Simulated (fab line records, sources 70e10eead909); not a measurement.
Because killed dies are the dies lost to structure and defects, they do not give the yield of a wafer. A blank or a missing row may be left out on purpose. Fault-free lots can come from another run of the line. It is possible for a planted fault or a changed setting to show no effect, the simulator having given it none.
Comparing a struck lot with a sound one | flow nand-harc | 14 steps out of a route of 1159
Sound: wafers L230.1, L230.3, L230.5. Wafers struck: L245.1, L245.4, L245.5. The cause comes at the end.
For every step that has rows: the tool of each side, followed by ch and its chambers, followed by its first start. Under that, the readings that differ: sound wafers | struck wafers | difference of the means | sigmas: that difference in standard deviations of wafers without a fault.
alike: a reading whose means differ by less than 2 such deviations, as well as words and numbers matching on both sides. not compared: withheld readings; readings where some wafer has no value; bounds like >300 that might hide an equal value; numbers whose values overlap and for which the record gives no deviation.
A row with sigmas, a row that says differs or no value, or rows on one side alone: a step with any of these is where the two part. When numbers do not overlap yet have no deviation, they are printed without sigmas and do not part them. Lack of a reading on every wafer of one side parts them only where that side has two or more wafers.

first, 1 step without rows for these wafers: NHARC_A_ONON_D1_DEP_09 (target thk 1000 nm).
NHARC_A_ONON_D1_THK_MEAS_11: measures by ellipsometry.
  sound on film-metro-02, day 8 22:11; struck on film-metro-02, day 12 09:31
  alike: thk-nm
then, 1 step without rows for these wafers: NHARC_A_ONON_D1_DEP_12 (target thk 1000 nm).
NHARC_A_ONON_D1_THK_MEAS_14: measures by ellipsometry.
  sound on film-metro-01, day 8 22:45; struck on film-metro-01, day 12 10:05
  alike: thk-nm
then, 2 steps without rows for these wafers: NHARC_A_ONON_D1_ANNEAL_15 (time 3600 s); NHARC_A_ONON_D1_DEP_16 (target thk 1000 nm).
NHARC_A_ONON_D1_THK_MEAS_18: measures by ellipsometry.
  sound on film-metro-01, day 9 06:14; struck on film-metro-02, day 12 18:17
  alike: thk-nm
then, 1 step without rows for these wafers: NHARC_A_ONON_D1_DEP_19 (target thk 1000 nm).
NHARC_A_ONON_D1_THK_MEAS_21: measures by ellipsometry.
  sound on film-metro-01, day 9 06:56; struck on film-metro-02, day 12 18:50
  reading     | sound          | struck      | difference | sigmas
  thk-nm (nm) | 1020 1021 1022 | 993 994 994 | -27        | -3
then, 1 step without rows for these wafers: NHARC_A_ONON_D1_DEP_22 (target thk 1000 nm).
NHARC_A_ONON_D1_THK_MEAS_24: measures by ellipsometry.
  sound on film-metro-01, day 9 07:38; struck on film-metro-02, day 12 19:25
  reading     | sound       | struck         | difference | sigmas
  thk-nm (nm) | 979 978 980 | 1012 1013 1013 | +34        | +4
NHARC_A_ONON_D1_DEP_25: target thk 1000 nm.
  sound on pecvd-onon-03 ch 0, day 9 07:41; struck on pecvd-onon-02 ch 0, day 12 19:29
  reading               | sound             | struck            | difference | sigmas
  sih4-flow-sccm (sccm) | 210.7 210.8 210.8 | 252.8 253.4 253.5 | +42.5      | +64
NHARC_A_ONON_D1_THK_MEAS_27: measures by ellipsometry.
  sound on film-metro-01, day 9 08:12; struck on film-metro-01, day 12 19:59
  alike: thk-nm
-- the record jumps here: 11 days lie between the struck wafers' starts before and after (it left off in module A_ONON_D1 and takes up again in module END, whose first step shown is number 1159 of the route) --
NHARC_END_SORT_01:
  at this point the record logs the struck wafers (prober-01 ch 0, day 23 23:20) and has no rows for the sound ones

## WHERE THEY PART
First at NHARC_A_ONON_D1_THK_MEAS_21; last, within this record, at NHARC_END_SORT_01.

WHY: what the simulator had put in
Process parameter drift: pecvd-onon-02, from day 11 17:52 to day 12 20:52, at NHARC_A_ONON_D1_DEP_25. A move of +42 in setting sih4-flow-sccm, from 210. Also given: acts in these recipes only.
